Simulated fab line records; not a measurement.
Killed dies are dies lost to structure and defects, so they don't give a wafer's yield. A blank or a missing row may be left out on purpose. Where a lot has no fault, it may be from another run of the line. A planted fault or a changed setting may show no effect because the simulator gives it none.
The tool behind it: which one?	flow nand-harc	13 lots with 39 wafers sampled at 4 steps, on a route of 1302 steps

## WHAT THE GAUGES SHOWED, per wafer
Not one reading of a measure or inspect step in the record can be checked against a usual standard deviation.

## TOOL THAT RAN EACH LOT (tool first, then ch and the chambers of the sampled wafers, then the start)
lot	NHARC_A_STAIRCASE_STRIP_171	NHARC_A_STAIRCASE_DESCUM_11	NHARC_A_STAIRCASE_ETCH_19	NHARC_A_STAIRCASE_ETCH_23
L339	plasma-asher-02 ch 0,1, day 16 02:38	rie-diel-03 ch 0,2,3, day 16 04:09	rie-diel-03 ch 0,1,3, day 16 05:41 or earlier	rie-diel-01 ch 0,3, day 16 05:41
L340	plasma-asher-02 ch 0,1, day 16 13:10	rie-diel-07 ch 0,1,3, day 16 14:34	rie-diel-07 ch 0,2,3, day 16 16:05 or earlier	rie-diel-07 ch 0,2,3, day 16 16:05
L342	plasma-asher-02 ch 0,1, day 17 13:46	rie-diel-07 ch 0,1, day 17 15:11	rie-diel-07 ch 0,2,3, day 17 16:43 or earlier	rie-diel-03 ch 0,1,3, day 17 16:43
L344	plasma-asher-01 ch 0,1, day 17 22:50	rie-diel-01 ch 1,2,3, day 18 00:16	rie-diel-01 ch 0,1, day 18 01:47 or earlier	rie-diel-03 ch 0,1,2, day 18 01:47
L343	plasma-asher-01 ch 0, day 18 04:07	rie-diel-01 ch 0,3, day 18 05:38	rie-diel-01 ch 2,3, day 18 07:40 or earlier	rie-diel-03 ch 1,3, day 18 07:40
L354	plasma-asher-01 ch 0,1, day 22 00:57	rie-diel-07 ch 0,3, day 22 02:25	rie-diel-07 ch 0,1,2, day 22 04:25 or earlier	rie-diel-03 ch 2,3, day 22 04:25
L355	plasma-asher-02 ch 0,1, day 22 11:55	rie-diel-01 ch 0,1,3, day 22 13:27	rie-diel-01 ch 2,3, day 22 14:58 or earlier	rie-diel-03 ch 1,2,3, day 22 14:58
L356	plasma-asher-02 ch 0,1, day 23 07:35	rie-diel-03 ch 0,1,3, day 23 09:06	rie-diel-03 ch 0,1,2, day 23 10:38 or earlier	rie-diel-01 ch 0,3, day 23 10:38
L357	plasma-asher-02 ch 0,1, day 23 07:56	rie-diel-07 ch 0,2,3, day 23 09:25	rie-diel-07 ch 0,3, day 23 12:26 or earlier	rie-diel-07 ch 0,2,3, day 23 12:26
L358	plasma-asher-02 ch 0,1, day 23 21:34	rie-diel-07 ch 0,3, day 23 23:02	rie-diel-07 ch 0,1,3, day 24 00:36 or earlier	rie-diel-01 ch 0,1,2, day 24 00:36
L359	plasma-asher-02 ch 1, day 24 05:31	rie-diel-03 ch 0,1,2, day 24 07:01	rie-diel-03 ch 0,1,2, day 24 08:39 or earlier	rie-diel-03 ch 1,2,3, day 24 08:39
L360	plasma-asher-01 ch 0, day 25 04:52	rie-diel-03 ch 0,2, day 25 06:23	rie-diel-03 ch 2,3, day 25 07:58 or earlier	rie-diel-03 ch 0,2, day 25 07:58
L361	plasma-asher-02 ch 0,1, day 25 15:40	rie-diel-01 ch 1,3, day 25 17:02	rie-diel-01 ch 0,1, day 25 18:40 or earlier	rie-diel-07 ch 1,2, day 25 18:40
- NHARC_A_STAIRCASE_STRIP_171: strips in O2.
- NHARC_A_STAIRCASE_DESCUM_11: chemistry O2, time 3 s.
- NHARC_A_STAIRCASE_ETCH_19: etches the open film in C4F8/O2, target depth 100 nm, time 40.5 s.
- NHARC_A_STAIRCASE_ETCH_23: etches the open film in C4F8/O2, target depth 100 nm, time 40.5 s.

## WHAT THE TOOLS THEMSELVES READ (means of the sampled wafers that have a number; where no wafer has one, the mark that the record gives instead)
NHARC_A_STAIRCASE_STRIP_171. Usual: drypump-motor-current-A 5.7 A, standard deviation 0.38; heater-power-w 327 W, standard deviation 35.
lot	tool	drypump-motor-current-A (A)	heater-power-w (W)	flag
L339	plasma-asher-02	5.8	312	
L340	plasma-asher-02	5.8	310	
L342	plasma-asher-02	5.9	292	
L344	plasma-asher-01	5.2	375	
L343	plasma-asher-01	5.0	393	
L354	plasma-asher-01	5.2	374	
L355	plasma-asher-02	6.0	305	
L356	plasma-asher-02	6.0	305	
L357	plasma-asher-02	5.9	311	
L358	plasma-asher-02	6.0	308	
L359	plasma-asher-02	6.1	300	
L360	plasma-asher-01	5.0	366	
L361	plasma-asher-02	6.0	300	

NHARC_A_STAIRCASE_DESCUM_11. Usual: chamber-pressure-mTorr 60.00 mTorr, standard deviation 0.055; drypump-motor-current-A 5.6 A, standard deviation 0.47; oes-product-au 1.004 a.u., standard deviation 0.013; rf-vpp-V 57.8 V, standard deviation 0.97; showerhead-plenum-p-Torr 1.92 Torr, standard deviation 0.094; throttle-valve-pct 11.311 %, standard deviation 0.0094.
lot	tool	chamber-pressure-mTorr (mTorr)	drypump-motor-current-A (A)	oes-product-au (a.u.)	rf-vpp-V (V)	showerhead-plenum-p-Torr (Torr)	throttle-valve-pct (%)	flag
L339	rie-diel-03	60.04	5.6	0.999	57.3	1.85	11.307	
L340	rie-diel-07	60.02	5.7	1.013	57.6	1.96	11.309	
L342	rie-diel-07	59.95	5.8	0.999	58.5	1.96	11.305	
L344	rie-diel-01	59.98	5.4	0.998	57.4	1.83	11.310	
L343	rie-diel-01	59.94	5.0	1.000	58.1	1.96	11.309	
L354	rie-diel-07	60.04	5.9	0.994	58.4	2.03	11.313	
L355	rie-diel-01	59.99	5.4	0.996	57.3	1.90	11.305	
L356	rie-diel-03	60.01	5.6	1.014	58.0	1.90	11.306	
L357	rie-diel-07	59.99	5.9	1.006	57.7	2.00	11.313	
L358	rie-diel-07	59.98	5.8	0.998	58.9	2.02	11.316	
L359	rie-diel-03	60.00	5.8	0.998	58.2	1.97	11.311	
L360	rie-diel-03	59.97	5.3	0.992	57.8	1.93	11.314	
L361	rie-diel-01	60.05	5.3	0.985	57.5	1.82	11.316	

NHARC_A_STAIRCASE_ETCH_19. Usual: chamber-pressure-mTorr 25.003 mTorr, standard deviation 0.023; oes-product-au 0.945 a.u., standard deviation 0.013; rf-fwd-power-W 593.3 W, standard deviation 2.5; rf-vpp-V 896 V, standard deviation 6.3; run-length-s 61.9 s, standard deviation 0.56.
lot	tool	chamber-pressure-mTorr (mTorr)	oes-product-au (a.u.)	rf-fwd-power-W (W)	rf-vpp-V (V)	run-length-s (s)	flag
L339	rie-diel-03	25.009	0.942	594.1	896	61.8	
L340	rie-diel-07	25.009	0.954	591.9	902	62.1	
L342	rie-diel-07	25.007	0.956	592.1	902	62.3	
L344	rie-diel-01	24.991	0.940	594.4	898	61.1	
L343	rie-diel-01	24.970	0.917	592.3	888	62.0	
L354	rie-diel-07	24.985	0.943	595.0	896	61.8	
L355	rie-diel-01	24.987	0.951	590.2	887	62.1	
L356	rie-diel-03	24.998	0.938	594.7	899	61.9	
L357	rie-diel-07	25.021	0.940	593.3	904	62.3	
L358	rie-diel-07	24.980	0.949	594.5	896	62.2	
L359	rie-diel-03	25.024	0.943	593.3	899	61.9	
L360	rie-diel-03	24.974	0.953	591.5	901	62.3	
L361	rie-diel-01	25.010	0.948	597.0	896	61.2	

NHARC_A_STAIRCASE_ETCH_23. Usual: chamber-pressure-mTorr 25.000 mTorr, standard deviation 0.025; oes-product-au 0.948 a.u., standard deviation 0.015; rf-fwd-power-W 593.5 W, standard deviation 2.3; rf-vpp-V 896 V, standard deviation 6.1; run-length-s 61.8 s, standard deviation 0.53.
lot	tool	chamber-pressure-mTorr (mTorr)	oes-product-au (a.u.)	rf-fwd-power-W (W)	rf-vpp-V (V)	run-length-s (s)	flag
L339	rie-diel-01	25.001	0.939	594.4	895	61.4	
L340	rie-diel-07	25.033	0.956	593.0	902	62.1	
L342	rie-diel-03	24.967	0.968	591.4	896	62.0	
L344	rie-diel-03	24.989	0.963	592.4	894	61.8	
L343	rie-diel-03	24.991	0.961	595.2	897	54.8	OFF
L354	rie-diel-03	25.004	0.953	595.6	902	62.2	
L355	rie-diel-03	25.012	0.966	593.0	899	62.2	
L356	rie-diel-01	25.001	0.931	594.2	899	61.4	
L357	rie-diel-07	25.007	0.935	589.7	901	62.0	
L358	rie-diel-01	25.013	0.937	594.5	894	61.6	
L359	rie-diel-03	25.002	0.951	595.1	900	62.2	
L360	rie-diel-03	24.987	0.926	594.0	901	62.3	
L361	rie-diel-07	24.987	0.946	595.2	890	61.7	

## THE ANSWER, worked out from the rows above alone
Rule: take the mean of a lot's wafers that have a number; if it is more than 3 standard deviations from the usual mean, the lot is off. A lot without any number at a reading at which 4 lots or more have one is off too. All remaining lots with rows at the step are treated as sound. Order of review: gauges by route order, followed by the tools' own readings, for which a lot's mean as printed above is used. The first step at which some lot is off is used, and at that step the reading that is off furthest; a lot without a number counts as furthest.
Off at NHARC_A_STAIRCASE_ETCH_23 (run-length-s): L343.
A tool fits if, at that step or a process step before it, it ran every lot that is off, and no sound lot after the first of them. NHARC_A_STAIRCASE_ETCH_19: start missing for some lots; hours and lot order therefore follow NHARC_A_STAIRCASE_ETCH_23. Of those tried, none fits.

## WHAT HAD BEEN PUT IN BY THE SIMULATOR
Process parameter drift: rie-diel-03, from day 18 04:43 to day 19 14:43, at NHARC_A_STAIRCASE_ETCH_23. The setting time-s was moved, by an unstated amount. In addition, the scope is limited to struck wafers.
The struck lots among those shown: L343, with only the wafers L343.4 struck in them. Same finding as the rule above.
